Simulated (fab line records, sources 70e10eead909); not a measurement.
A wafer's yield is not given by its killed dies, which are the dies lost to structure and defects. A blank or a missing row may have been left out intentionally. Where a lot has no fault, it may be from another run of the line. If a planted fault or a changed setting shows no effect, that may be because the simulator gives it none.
Chamber matching / flow nand_harc / 3 sister chambers for NHARC_A_CONTACT_DEP_85 on pecvd-01
The step deposits SiON, target thk 60 nm. 36 wafers are shown with their chamber, then 12 later ones without.

## EACH WAFER AND ITS CHAMBER
wafer=L074.1; chamber=1; heater_power_w (W)=846
wafer=L074.2; chamber=0; heater_power_w (W)=711
wafer=L074.6; chamber=1; heater_power_w (W)=815
wafer=L076.1; chamber=0; heater_power_w (W)=710
wafer=L076.4; chamber=1; heater_power_w (W)=791
wafer=L076.5; chamber=2; heater_power_w (W)=821
wafer=L075.1; chamber=1; heater_power_w (W)=739
wafer=L075.4; chamber=1; heater_power_w (W)=754
wafer=L075.5; chamber=0; heater_power_w (W)=635
wafer=L082.3; chamber=1; heater_power_w (W)=804
wafer=L082.4; chamber=0; heater_power_w (W)=750
wafer=L082.5; chamber=1; heater_power_w (W)=809
wafer=L082.1; chamber=0; heater_power_w (W)=745
wafer=L082.2; chamber=2; heater_power_w (W)=776
wafer=L082.6; chamber=2; heater_power_w (W)=820
wafer=L083.1; chamber=1; heater_power_w (W)=760
wafer=L083.2; chamber=0; heater_power_w (W)=732
wafer=L083.5; chamber=1; heater_power_w (W)=781
wafer=L083.3; chamber=0; heater_power_w (W)=726
wafer=L083.4; chamber=1; heater_power_w (W)=785
wafer=L083.6; chamber=0; heater_power_w (W)=724
wafer=L084.2; chamber=2; heater_power_w (W)=816
wafer=L084.3; chamber=0; heater_power_w (W)=704
wafer=L084.6; chamber=0; heater_power_w (W)=695
wafer=L084.1; chamber=1; heater_power_w (W)=813
wafer=L084.4; chamber=1; heater_power_w (W)=821
wafer=L084.5; chamber=2; heater_power_w (W)=834
wafer=L087.1; chamber=0; heater_power_w (W)=636
wafer=L087.2; chamber=2; heater_power_w (W)=837
wafer=L087.3; chamber=1; heater_power_w (W)=784
wafer=L085.2; chamber=0; heater_power_w (W)=706
wafer=L085.3; chamber=2; heater_power_w (W)=829
wafer=L085.6; chamber=1; heater_power_w (W)=843
wafer=L086.1; chamber=1; heater_power_w (W)=729
wafer=L086.3; chamber=0; heater_power_w (W)=723
wafer=L086.4; chamber=0; heater_power_w (W)=745

SIGNATURES (averages over the wafers above)
reading=heater_power_w; chamber 0=710.14; chamber 1=791.60; chamber 2=819.00; scatter within a chamber=33.2
Rule: for each reading, subtract the chamber's mean from the wafer's reading, divide by that reading's scatter and square the result; add these up over the readings and take the root, which gives the wafer's distance from the chamber. The wafer belongs to the nearest chamber; if the next one is less than 2 further off, it can't be placed. The scatter: the root of (the sum of the squares of (reading less its chamber's mean) over the shown wafers, divided by (wafers less chambers)).

## WAFERS WITHOUT THEIR CHAMBER
wafer=L090.2; heater_power_w (W)=672
wafer=L090.4; heater_power_w (W)=715
wafer=L090.5; heater_power_w (W)=896
wafer=L092.2; heater_power_w (W)=726
wafer=L092.4; heater_power_w (W)=717
wafer=L092.6; heater_power_w (W)=843
wafer=L095.1; heater_power_w (W)=792
wafer=L095.2; heater_power_w (W)=830
wafer=L095.6; heater_power_w (W)=833
wafer=L097.1; heater_power_w (W)=933
wafer=L097.3; heater_power_w (W)=705
wafer=L097.5; heater_power_w (W)=709

## THE CHAMBER EACH PASSED THROUGH
wafer=L090.2; from the rows above=0; in truth=0
wafer=L090.4; from the rows above=0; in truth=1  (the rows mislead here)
wafer=L090.5; from the rows above=can't be placed: 2 or 1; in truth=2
wafer=L092.2; from the rows above=can't be placed: 0 or 1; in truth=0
wafer=L092.4; from the rows above=0; in truth=0
wafer=L092.6; from the rows above=can't be placed: 2 or 1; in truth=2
wafer=L095.1; from the rows above=can't be placed: 1 or 2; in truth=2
wafer=L095.2; from the rows above=can't be placed: 2 or 1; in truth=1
wafer=L095.6; from the rows above=can't be placed: 2 or 1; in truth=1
wafer=L097.1; from the rows above=can't be placed: 2 or 1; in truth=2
wafer=L097.3; from the rows above=0; in truth=0
wafer=L097.5; from the rows above=0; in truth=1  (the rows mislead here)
Correctly placed: 3 of 12. Can't be placed from these rows: 7 (the true chamber is among the candidates in 7). Number placed wrongly: 2.
